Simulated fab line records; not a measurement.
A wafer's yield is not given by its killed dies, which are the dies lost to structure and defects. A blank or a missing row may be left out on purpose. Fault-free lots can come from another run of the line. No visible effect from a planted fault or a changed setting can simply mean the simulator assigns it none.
One fault seen from 2 desks | flow n5Finfet | every desk sees just its own numbers, and what lay behind them comes last

== THE TOOL OWNER'S DESK: rieDiel-05 ==
The tool's own readings at N5_MOL_CONTACT_COAG_ETCH_59 (etches underlayer in N2/H2, target depth 13 nm, time 10.4 s): means of the sampled wafers that have a number, for each lot that ran on this tool. If a lot's mean is further than 4 standard deviations from the usual mean, the lot is out of limits and carries the mark OUT (the distance appears in the brackets).
Columns: A = drypumpMotorCurrentA at N5_MOL_CONTACT_COAG_ETCH_59, usual 5.7 A; B = etchRfOnTimeS at N5_MOL_CONTACT_COAG_ETCH_59, usual 10.3 s; C = h2FlowSccm at N5_MOL_CONTACT_COAG_ETCH_59, usual 199.9 sccm; D = oesProductAu at N5_MOL_CONTACT_COAG_ETCH_59, usual 0.71 a.u.; E = rfVppV at N5_MOL_CONTACT_COAG_ETCH_59, usual 524 V; F = showerheadPlenumPTorr at N5_MOL_CONTACT_COAG_ETCH_59, usual 2.55 Torr; G = throttleValvePct at N5_MOL_CONTACT_COAG_ETCH_59, usual 17.86 %
lot  | first seen here | A   | B               | C     | D    | E   | F    | G
L275 | day 4 14:56     | 5.5 | 10.6            | 199.9 | 0.68 | 523 | 2.52 | 18.00
L278 | day 5 09:44     | 5.6 | 10.5            | 200.4 | 0.64 | 526 | 2.61 | 17.96
L287 | day 7 19:10     | 5.6 | 10.5            | 199.6 | 0.69 | 521 | 2.50 | 18.02
L292 | day 8 20:28     | 5.6 | 13.8 (+11) OUT  | 200.0 | 0.61 | 525 | 2.60 | 17.81
L293 | day 9 03:55     | 5.5 | 11.9 (+4.9) OUT | 200.1 | 0.60 | 526 | 2.64 | 17.94
This desk's verdict: out of limits on L292, L293, starting with L292 at day 8 20:28 (etchRfOnTimeS at N5_MOL_CONTACT_COAG_ETCH_59). L275, L278, L287: within limits.

== AT THE METROLOGY DESK ==
Lot by lot, what the gauges showed, no matter which tool ran the lot: averages of those sampled wafers that carry a number. If a lot's mean is further than 4 standard deviations from the usual mean, the lot is out of limits and carries the mark OUT (the distance appears in the brackets).
Columns: A = cdNm at N5_MOL_CONTACT_COAG_CD_MEAS_08, usual 28.06 nm; B = CA_OVL at N5_MOL_CONTACT_COAG_OVL_MEAS_09, usual -0.1 nm
lot  | first seen here | A     | B
L275 | day 4 14:46     | 28.01 | 0.5
L276 | day 4 23:40     | 28.37 | -0.2
L277 | day 5 05:40     | 28.36 | 0.3
L278 | day 5 09:35     | 27.98 | 0.0
L284 | day 7 00:07     | 27.88 | -0.2
L287 | day 7 19:01     | 28.10 | 0.2
L292 | day 8 20:18     | 28.12 | 0.9
L293 | day 9 03:40     | 28.31 | -0.1
L295 | day 9 17:27     | 27.81 | -0.7
L296 | day 9 20:17     | 28.39 | -0.3
L297 | day 10 11:38    | 28.07 | 0.3
This desk's finding: nothing out of limits on any of the 11 lots.

== TAKEN TOGETHER ==
At day 8 20:28, on L292, L293, the tool owner's desk was in a position to raise an alarm.
The metrology desk saw nothing out of limits.
The metrology desk has L292, L293 on record, within its limits.
All the named lots went through N5_MOL_CONTACT_COAG_ETCH_59 on rieDiel-05.

== WHAT HAD BEEN PUT IN BY THE SIMULATOR ==
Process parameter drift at N5_MOL_CONTACT_COAG_ETCH_59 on rieDiel-05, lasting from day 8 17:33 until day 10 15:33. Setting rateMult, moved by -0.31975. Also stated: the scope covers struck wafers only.
Shown lots that were struck: L292, L293.
Delay in hours, fault start to first out-of-limits reading, by desk: the tool owner's desk at 3.
